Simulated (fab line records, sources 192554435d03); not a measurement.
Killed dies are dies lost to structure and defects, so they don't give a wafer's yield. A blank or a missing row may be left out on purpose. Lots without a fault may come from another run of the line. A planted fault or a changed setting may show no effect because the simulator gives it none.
Chamber matching | flow n5_finfet | N5_DUMMY_GATE_STRIP_48 on rie_diel-01: 4 sister chambers
The step strips in N2/H2, time 20 s. 7 wafers are shown with their chamber, then 7 later ones without.

WAFERS WITH THEIR CHAMBER
wafer  | chamber | showerhead_plenum_p_Torr (Torr) | drypump_motor_current_A (A)
L074.3 | 3       | 3.32                            | 6.3
L085.2 | 2       | 3.21                            | 6.1
L086.1 | 1       | 3.36                            | 5.8
L086.2 | 0       | 3.52                            | 5.2
L086.4 | 2       | 3.21                            | 6.1
L093.1 | 0       | 3.51                            | 5.2
L093.2 | 1       | 3.35                            | 5.9

WAFERS WITHOUT THEIR CHAMBER
wafer  | showerhead_plenum_p_Torr (Torr) | drypump_motor_current_A (A)
L093.3 | 3.20                            | 6.1
L095.2 | 3.35                            | 5.9
L095.4 | 3.20                            | 6.1
L095.5 | 3.20                            | 6.1
L096.1 | 3.51                            | 5.2
L096.2 | 3.29                            | 6.2
L096.4 | 3.35                            | 5.9

WHICH CHAMBER EACH WENT THROUGH
wafer  | from the rows above | in truth
L093.3 | 2                   | 2
L095.2 | 1                   | 1
L095.4 | 2                   | 2
L095.5 | 2                   | 2
L096.1 | 0                   | 0
L096.2 | 3                   | 3
L096.4 | 1                   | 1
Placed correctly: 7 of 7. Can't be placed from these rows: 0. Placed wrongly: 0.
How it was worked out, from the rows above alone: a wafer's distance from a chamber is the root of the sum, over the readings, of the square of ((its reading less the chamber's mean) divided by the reading's scatter). The wafer belongs to the nearest chamber; if the next one is less than 2 further off, it can't be placed. A chamber's mean is the mean of its shown wafers. The scatter: the root of (the sum of the squares of (reading less its chamber's mean) over the shown wafers, divided by (wafers less chambers)).
